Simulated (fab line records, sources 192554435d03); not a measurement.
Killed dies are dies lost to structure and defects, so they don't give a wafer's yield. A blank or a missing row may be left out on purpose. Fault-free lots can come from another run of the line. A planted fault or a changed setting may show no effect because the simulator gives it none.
Chamber matching | flow n5Finfet | 4 sister chambers for N5_BEOL_M8_ETCH_65 on rieDiel-06
The step etches SiARC in CF4, target depth 15.6 nm, time 26 s. 16 wafers are shown with their chamber, then 8 later ones without.

EACH WAFER AND ITS CHAMBER
wafer  | chamber | drypumpMotorCurrentA (A) | showerheadPlenumPTorr (Torr) | throttleValvePct (%)
L077.3 | 1       | 5.2                      | 2.20                         | 15.7
L077.4 | 2       | 6.2                      | 2.18                         | 15.7
L077.5 | 2       | 6.2                      | 2.18                         | 15.7
L080.2 | 0       | 5.9                      | 2.20                         | 15.8
L080.4 | 2       | 6.1                      | 2.18                         | 15.7
L080.6 | 0       | 5.9                      | 2.20                         | 15.8
L086.2 | 0       | 5.9                      | 2.19                         | 15.8
L086.3 | 2       | 6.1                      | 2.18                         | 15.2
L086.4 | 3       | 6.8                      | 2.20                         | 15.3
L085.1 | 1       | 5.2                      | 2.20                         | 15.8
L085.3 | 0       | 5.9                      | 2.19                         | 15.9
L085.6 | 2       | 6.2                      | 2.17                         | 15.3
L087.3 | 0       | 5.9                      | 2.19                         | 15.9
L087.4 | 2       | 6.2                      | 2.17                         | 15.3
L087.5 | 1       | 5.2                      | 2.20                         | 15.8
L090.1 | 2       | 6.2                      | 2.17                         | 15.3

SIGNATURES, as means of the wafers listed above
reading               | chamber 0 | chamber 1 | chamber 2 | chamber 3 | scatter within a chamber
drypumpMotorCurrentA  | 5.900     | 5.200     | 6.171     | 6.800     | 0.0345
showerheadPlenumPTorr | 2.1940    | 2.2000    | 2.1757    | 2.2000    | 0.00493
throttleValvePct      | 15.840    | 15.767    | 15.457    | 15.300    | 0.167
Rule: distance of a wafer from a chamber = root of the sum over the readings of ((wafer's reading minus chamber's mean) / reading's scatter) squared. If the next closest chamber is less than 2 further off than the closest, the wafer can't be placed; otherwise it belongs to the closest. The scatter: take each reading less its chamber's mean, square it, sum over the shown wafers, divide by the number of wafers less the number of chambers, and take the root.

WAFERS WHOSE CHAMBER IS MISSING
wafer  | drypumpMotorCurrentA (A) | showerheadPlenumPTorr (Torr) | throttleValvePct (%)
L090.2 | 6.8                      | 2.20                         | 15.3
L090.6 | 6.2                      | 2.17                         | 15.3
L096.1 | 6.8                      | 2.19                         | 15.4
L096.2 | 5.2                      | 2.19                         | 15.4
L096.4 | 5.2                      | 2.19                         | 15.4
L097.3 | 6.8                      | 2.19                         | 15.4
L097.5 | 6.8                      | 2.19                         | 15.4
L097.6 | 6.2                      | 2.16                         | 15.3

WHICH CHAMBER EACH ONE RAN IN
wafer  | from the rows above | in truth
L090.2 | 3                   | 3
L090.6 | 2                   | 2
L096.1 | 3                   | 3
L096.2 | 1                   | 1
L096.4 | 1                   | 1
L097.3 | 3                   | 3
L097.5 | 3                   | 3
L097.6 | 2                   | 2
8 of 8 placed correctly. Number that these rows cannot place: 0. 0 placed wrongly.
